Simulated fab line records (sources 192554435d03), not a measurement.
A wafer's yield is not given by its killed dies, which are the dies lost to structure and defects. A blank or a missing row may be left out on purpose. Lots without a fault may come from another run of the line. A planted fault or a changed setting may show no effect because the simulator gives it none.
Split-lot experiment + flow n5Finfet + 21 wafers read across 7 lots, on a route 1938 steps long

## ON THE SPLIT
At N5_BEOL_M6_PECVD_70 (deposits SiO2 from TEOS/O2, target thk 20 nm, time 22.7 s), the setting timeS was moved away from the recipe's 22.7 s on 6 of the 21 wafers read, by +3.9% to +14.2%. For the rest of the wafers, this setting stayed at what the recipe calls for.

## FROM THE SPLIT TO THE READING: what the file shows between them, 4 steps
- N5_BEOL_M6_EXPOSE_08: exposes mask M6 (also split here: doseMj)
- N5_BEOL_M6_PEB_09: peb time 60 s
- N5_BEOL_M6_DEVELOP_10: develop time 30 s
- N5_BEOL_M6_STRIP_80: strips in N2/H2, time 10 s

## THE READING
SiO2_of_BEOL_M6_PECVD_70.thkNm (the simulator's own value, which no gauge read), in nm, at N5_BEOL_M6_HM_STRIP_39 (strips TiN in peroxide tin strip, target depth 25 nm, time 158 s). There is no usual value for it anywhere in the file. The 15 wafers here that ran the recipe average 19.9 nm, standard deviation 0.28 nm.

| wafer  | tool, chamber at the split | timeS as run, s | against the recipe | SiO2_of_BEOL_M6_PECVD_70.thkNm, nm | against lot-mates on the recipe |
|--------|----------------------------|-----------------|--------------------|------------------------------------|---------------------------------|
| L074.1 | pecvd-01, 1                | 22.7            | recipe             | 19.6                               | -                               |
| L074.4 | pecvd-01, 1                | 24.39           | +7.4%              | 21.2                               | +1.4                            |
| L074.5 | pecvd-01, 2                | 22.7            | recipe             | 20                                 | -                               |
| L077.2 | pecvd-02, 0                | 22.7            | recipe             | 19.8                               | -                               |
| L077.3 | pecvd-02, 1                | 22.7            | recipe             | 19.4                               | -                               |
| L077.4 | pecvd-02, 0                | 22.7            | recipe             | 20                                 | -                               |
| L084.1 | pecvd-03, 0                | 25.93           | +14.2%             | 23                                 | +2.9                            |
| L084.2 | pecvd-03, 2                | 22.7            | recipe             | 20                                 | -                               |
| L084.5 | pecvd-03, 2                | 22.7            | recipe             | 20.2                               | -                               |
| L085.1 | pecvd-01, 2                | 23.66           | +4.2%              | 20.4                               | +0.8                            |
| L085.2 | pecvd-01, 1                | 22.7            | recipe             | 19.6                               | -                               |
| L085.4 | pecvd-01, 1                | 23.66           | +4.2%              | 21                                 | +1.4                            |
| L086.1 | pecvd-01, 0                | 22.7            | recipe             | 19.6                               | -                               |
| L086.3 | pecvd-01, 2,1              | 22.7            | recipe             | 19.8                               | -                               |
| L086.6 | pecvd-01, 2,1              | 22.7            | recipe             | 20                                 | -                               |
| L087.1 | pecvd-02, 0                | 23.59           | +3.9%              | 20.4                               | +0.4                            |
| L087.2 | pecvd-02, 2                | 23.59           | +3.9%              | 20                                 | +0.0                            |
| L087.5 | pecvd-02, 0                | 22.7            | recipe             | 20                                 | -                               |
| L093.3 | pecvd-01, 1,2              | 22.7            | recipe             | 20.4                               | -                               |
| L093.6 | pecvd-01, 1,2              | 22.7            | recipe             | 20.4                               | -                               |
| L093.4 | pecvd-01, 0                | 22.7            | recipe             | 20                                 | -                               |
The file does not say which wafer passed through which chamber wherever a row lists several chambers: such a row stands for several wafers.

THE FIT
A straight line over all 21 wafers: SiO2_of_BEOL_M6_PECVD_70.thkNm changes by +0.197 nm for each +1% of timeS; r = +0.91; the points scatter about the line by 0.32 nm.
The same after taking each lot's own level away (the mean of its wafers on the recipe; 21 wafers): +0.196 nm for each +1%; r = +0.93; scatter 0.28 nm.
On that fit, the largest move of timeS shifts the reading by 2.8 nm.
The lots' own levels span 19.60 to 20.27 nm, that is 2.4 times the standard deviation above.
So the lot-to-lot level changes the slope little: the two slopes agree.
Check: with one of the wafers moved furthest among these (+14.2%) left out of the fit, the line predicts +2.5 nm for it against its lot-mates. Against them it came out at +2.9 nm.

## THESE WAFERS: OTHER SPLITS
These wafers also went through other splits before the reading. Each is held against what the fit with the lots' levels taken away leaves over:
| other split on the same wafers | wafers away from the commonest value | r with SiO2_of_BEOL_M6_PECVD_70.thkNm (lot level and that fit taken away) |
|--------------------------------|--------------------------------------|---------------------------------------------------------------------------|
| N5_BEOL_M5_ETCH_41 sourceW     | 11                                   | +0.33                                                                     |
| N5_BEOL_M6_EXPOSE_08 doseMj    | 3                                    | -0.01                                                                     |

## THE WHOLE CHAIN: every reading that the file lists as answering this split, in the file's order
| step                   | what it does                                                     | reading                                                                         | change (the file's fit)               | r (the file's) |
|------------------------|------------------------------------------------------------------|---------------------------------------------------------------------------------|---------------------------------------|----------------|
| N5_BEOL_M6_PECVD_70    | deposits SiO2 from TEOS/O2, target thk 20 nm, time 22.7 s        | SiO2_of_BEOL_M6_PECVD_70.thkNm (the simulator's own value, which no gauge read) | +0.188 nm for each +1% of the setting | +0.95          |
| N5_BEOL_M6_HM_STRIP_39 | strips TiN in peroxide tin strip, target depth 25 nm, time 158 s | SiO2_of_BEOL_M6_PECVD_70.thkNm (the simulator's own value, which no gauge read) | +0.196 nm for each +1% of the setting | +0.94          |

## FILE'S OWN FIT
SiO2_of_BEOL_M6_PECVD_70.thkNm changes by +0.196 nm for each +1% of timeS, r = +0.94.
